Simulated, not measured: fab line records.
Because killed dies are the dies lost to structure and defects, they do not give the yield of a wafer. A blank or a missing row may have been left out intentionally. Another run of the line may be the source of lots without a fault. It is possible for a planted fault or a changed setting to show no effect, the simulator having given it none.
Matching of chambers / flow n5Finfet / aldMetal-04 running N5_HKMG_FIN_ALD_79: 4 sister chambers
The step deposits TiN, target thk 1.5 nm, pulse time 1 s, purge time 3 s. 8 wafers are shown with their chamber, then 9 later ones without.

## WAFERS WITH THEIR CHAMBER
wafer=L076.2; chamber=3; heaterPowerW (W)=1103; precursorPulseHeightRel=0.998
wafer=L081.5; chamber=0; heaterPowerW (W)=924; precursorPulseHeightRel=1.022
wafer=L085.1; chamber=3; heaterPowerW (W)=1082; precursorPulseHeightRel=1.017
wafer=L085.2; chamber=2; heaterPowerW (W)=914; precursorPulseHeightRel=0.973
wafer=L085.3; chamber=1; heaterPowerW (W)=961; precursorPulseHeightRel=0.995
wafer=L085.4; chamber=0; heaterPowerW (W)=932; precursorPulseHeightRel=1.049
wafer=L085.5; chamber=1; heaterPowerW (W)=948; precursorPulseHeightRel=1.013
wafer=L085.6; chamber=2; heaterPowerW (W)=930; precursorPulseHeightRel=1.009

## WAFERS WITHOUT THEIR CHAMBER
wafer=L087.2; heaterPowerW (W)=942; precursorPulseHeightRel=0.997
wafer=L087.4; heaterPowerW (W)=1086; precursorPulseHeightRel=0.977
wafer=L087.5; heaterPowerW (W)=907; precursorPulseHeightRel=0.988
wafer=L093.2; heaterPowerW (W)=957; precursorPulseHeightRel=1.000
wafer=L093.3; heaterPowerW (W)=941; precursorPulseHeightRel=1.025
wafer=L093.4; heaterPowerW (W)=1117; precursorPulseHeightRel=1.009
wafer=L097.1; heaterPowerW (W)=942; precursorPulseHeightRel=0.967
wafer=L097.3; heaterPowerW (W)=981; precursorPulseHeightRel=1.018
wafer=L097.5; heaterPowerW (W)=969; precursorPulseHeightRel=1.032

## THE CHAMBER EACH PASSED THROUGH
wafer=L087.2; from the rows above=can't be placed: 1 or 2 or 0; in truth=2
wafer=L087.4; from the rows above=3; in truth=3
wafer=L087.5; from the rows above=can't be placed: 2 or 0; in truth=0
wafer=L093.2; from the rows above=1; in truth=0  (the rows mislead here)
wafer=L093.3; from the rows above=can't be placed: 0 or 1 or 2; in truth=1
wafer=L093.4; from the rows above=3; in truth=3
wafer=L097.1; from the rows above=can't be placed: 2 or 1 or 0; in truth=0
wafer=L097.3; from the rows above=1; in truth=1
wafer=L097.5; from the rows above=can't be placed: 1 or 0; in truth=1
3 of 9 placed correctly. Cannot be placed on the basis of these rows: 5; the candidates contain the true chamber in 5. 1 placed wrongly.
How it was worked out, from the rows above alone: a wafer's distance from a chamber is the root of the sum, over the readings, of the square of ((its reading less the chamber's mean) divided by the reading's scatter). The wafer belongs to the nearest chamber; if the next one is less than 2 further off, it can't be placed. The mean given for a chamber averages the wafers shown for that chamber. The scatter: the root of (the sum of the squares of (reading less its chamber's mean) over the shown wafers, divided by (wafers less chambers)).
